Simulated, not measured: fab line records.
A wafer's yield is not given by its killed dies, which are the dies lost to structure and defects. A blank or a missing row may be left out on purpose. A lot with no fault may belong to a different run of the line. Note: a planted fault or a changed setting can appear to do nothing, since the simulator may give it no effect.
Which tool is to blame?    flow nand harc    Sampling: 14 lots, 42 wafers, 5 of 1302 route steps

== WHAT EACH GAUGE READ, for each wafer ==
NHARC_A_BONDPAD_CD_MEAS_09: target cd 500 nm.
lot   measured      on         cd nm (nm)
L459  day 22 13:14  cd sem-03  500.5 496.3 499.2
L460  day 23 08:59  cd sem-03  495.0 500.6 498.9
L462  day 23 18:22  cd sem-01  499.2 498.1 496.2
L464  day 25 03:08  cd sem-03  503.1 502.4 501.8
L465  day 26 08:13  cd sem-03  498.6 500.8 499.8
L466  day 26 01:56  cd sem-03  500.7 501.9 497.8
L467  day 26 05:35  cd sem-02  501.3 501.7 499.9
L470  day 27 07:20  cd sem-02  502.2 498.6 496.0
L469  day 28 01:17  cd sem-01  498.3 498.2 502.5
L471  day 28 11:16  cd sem-03  501.1 501.2 498.5
L473  day 29 11:17  cd sem-01  498.8 498.8 501.9
L472  day 29 02:55  cd sem-03  499.8 501.6 499.7
L475  day 29 06:05  cd sem-03  501.7 499.0
L476  day 30 07:47  cd sem-02  500.9

NHARC_END_SORT_01.
lot   measured      on         defect limited yield (%)  killed at array  killed at other  killed at periphery  killed dies  killed open  killed short
L475  day 30 09:15  prober-01  90.1 0 89.5               63 50 65         1 0 1            3 627 5              67 677 71    7 3 6        6 2 5
L476  day 31 17:06  prober-01  0 0 92.5                  59 45 42         2 2 3            616 630 6            677 677 51   3 1 3        6 4 1

== EACH LOT AND THE TOOL THAT RAN IT (in order: tool; ch and the chambers of the sampled wafers; start) ==
lot   NHARC_P_M0_DEP_00                NHARC_A_BONDPAD_ANNEAL_28         NHARC_THIN_TSV_STRIP_45
L459  pecvd-04 ch 0,2, day 5 19:49     rtp anneal-01 ch 0, day 22 15:07  plasma asher-01 ch 0,1, day 23 06:38
L460  pecvd-04 ch 0,1,2, day 6 11:31   rtp anneal-02 ch 0, day 23 11:23  plasma asher-01 ch 0,1, day 24 01:41
L462  pecvd-03 ch 1,2, day 7 06:38     rtp anneal-02 ch 0, day 23 20:18  plasma asher-02 ch 0,1, day 24 07:34
L464  pecvd-01 ch 0,2, day 8 01:22     rtp anneal-01 ch 0, day 25 05:04  plasma asher-01 ch 0,1, day 25 18:57
L465  pecvd-01 ch 0,1,2, day 8 16:01   rtp anneal-01 ch 0, day 26 10:06  plasma asher-02 ch 1, day 27 01:36
L466  pecvd-03 ch 1,2, day 9 06:25     rtp anneal-01 ch 0, day 26 04:07  plasma asher-01 ch 0,1, day 26 20:43
L467  pecvd-03 ch 0,1, day 9 09:55     rtp anneal-01 ch 0, day 26 07:35  plasma asher-01 ch 0,1, day 26 19:17
L470  pecvd-01 ch 0,2, day 10 15:04    rtp anneal-02 ch 0, day 27 09:13  plasma asher-02 ch 0,1, day 28 01:59
L469  pecvd-04 ch 1,2, day 10 15:30    rtp anneal-01 ch 0, day 28 03:13  plasma asher-01 ch 0, day 28 17:17
L471  pecvd-01 ch 0,2, day 11 01:57    rtp anneal-02 ch 0, day 28 13:16  plasma asher-01 ch 0,1, day 29 03:56
L473  pecvd-03 ch 0,1,2, day 11 23:02  rtp anneal-01 ch 0, day 29 13:19  plasma asher-02 ch 0,1, day 30 04:56
L472  pecvd-01 ch 0,2, day 12 00:02    rtp anneal-01 ch 0, day 29 04:48  plasma asher-02 ch 0,1, day 29 21:37
L475  pecvd-01 ch 0,1,2, day 12 18:09  rtp anneal-02 ch 0, day 29 07:58  plasma asher-02 ch 0, day 29 20:15
L476  pecvd-01 ch 1,2, day 13 05:16    rtp anneal-02 ch 0, day 30 09:55  plasma asher-02 ch 1, day 30 23:56
- NHARC_P_M0_DEP_00: deposits SiOC, target thk 150 nm.
- NHARC_A_BONDPAD_ANNEAL_28: time 90 s.
- NHARC_THIN_TSV_STRIP_45: strips in O2.

== AS READ BY THE TOOLS THEMSELVES (means over the sampled wafers that have a number; for cases with no such wafer, the mark the record gives instead) ==
NHARC_P_M0_DEP_00.
lot   tool      showerhead vpp V (V)
L459  pecvd-04  1521
L460  pecvd-04  1520
L462  pecvd-03  1550
L464  pecvd-01  1531
L465  pecvd-01  1558
L466  pecvd-03  1509
L467  pecvd-03  1573
L470  pecvd-01  1557
L469  pecvd-04  1496
L471  pecvd-01  1558
L473  pecvd-03  1522
L472  pecvd-01  1519
L475  pecvd-01  1539
L476  pecvd-01  1529

NHARC_A_BONDPAD_ANNEAL_28.
lot   tool           anneal temp c (C)  wafer_temp_C_max
L459  rtp anneal-01  225.08             226.5
L460  rtp anneal-02  224.84             226.0
L462  rtp anneal-02  224.74             226.0
L464  rtp anneal-01  224.88             226.1
L465  rtp anneal-01  224.98             226.6
L466  rtp anneal-01  224.91             226.2
L467  rtp anneal-01  224.86             226.2
L470  rtp anneal-02  224.70             226.0
L469  rtp anneal-01  225.13             226.2
L471  rtp anneal-02  224.99             225.9
L473  rtp anneal-01  225.19             226.5
L472  rtp anneal-01  225.11             226.3
L475  rtp anneal-02  225.06             225.6
L476  rtp anneal-02  224.89             225.7

NHARC_THIN_TSV_STRIP_45.
lot   tool             drypump motor current A (A)  heater power w (W)
L459  plasma asher-01  5.5                          326
L460  plasma asher-01  5.5                          327
L462  plasma asher-02  5.1                          359
L464  plasma asher-01  5.5                          294
L465  plasma asher-02  4.7                          379
L466  plasma asher-01  5.5                          295
L467  plasma asher-01  5.5                          326
L470  plasma asher-02  4.9                          365
L469  plasma asher-01  5.6                          359
L471  plasma asher-01  5.5                          295
L473  plasma asher-02  4.9                          358
L472  plasma asher-02  4.9                          356
L475  plasma asher-02  5.2                          332
L476  plasma asher-02  4.8                          382

== THE ANSWER, worked out from the rows above alone ==
Rule: usual is defined by the lots themselves. The widest of any qualifying gaps counts: lots, ordered by their means at a reading, are off when they make up no more than a third of the lots, leave a main group of 4 or more, and stand apart from it by 3 or more times the standard deviation of that group's means. A main group is skipped when, at the precision printed for the reading in the tables above, its means are all equal. A lot without any number at a reading at which 4 lots or more have one is off too. Any other lot the step has rows for is counted as sound. Order of review: gauges by route order, followed by the tools' own readings, for which a lot's mean as printed above is used. The first step at which some lot is off is used, and at that step the reading that is off furthest; a lot without a number counts as furthest.
None of the lots is off at any reading shown; this tells nothing.

== WHAT WAS PUT IN BY THE SIMULATOR ==
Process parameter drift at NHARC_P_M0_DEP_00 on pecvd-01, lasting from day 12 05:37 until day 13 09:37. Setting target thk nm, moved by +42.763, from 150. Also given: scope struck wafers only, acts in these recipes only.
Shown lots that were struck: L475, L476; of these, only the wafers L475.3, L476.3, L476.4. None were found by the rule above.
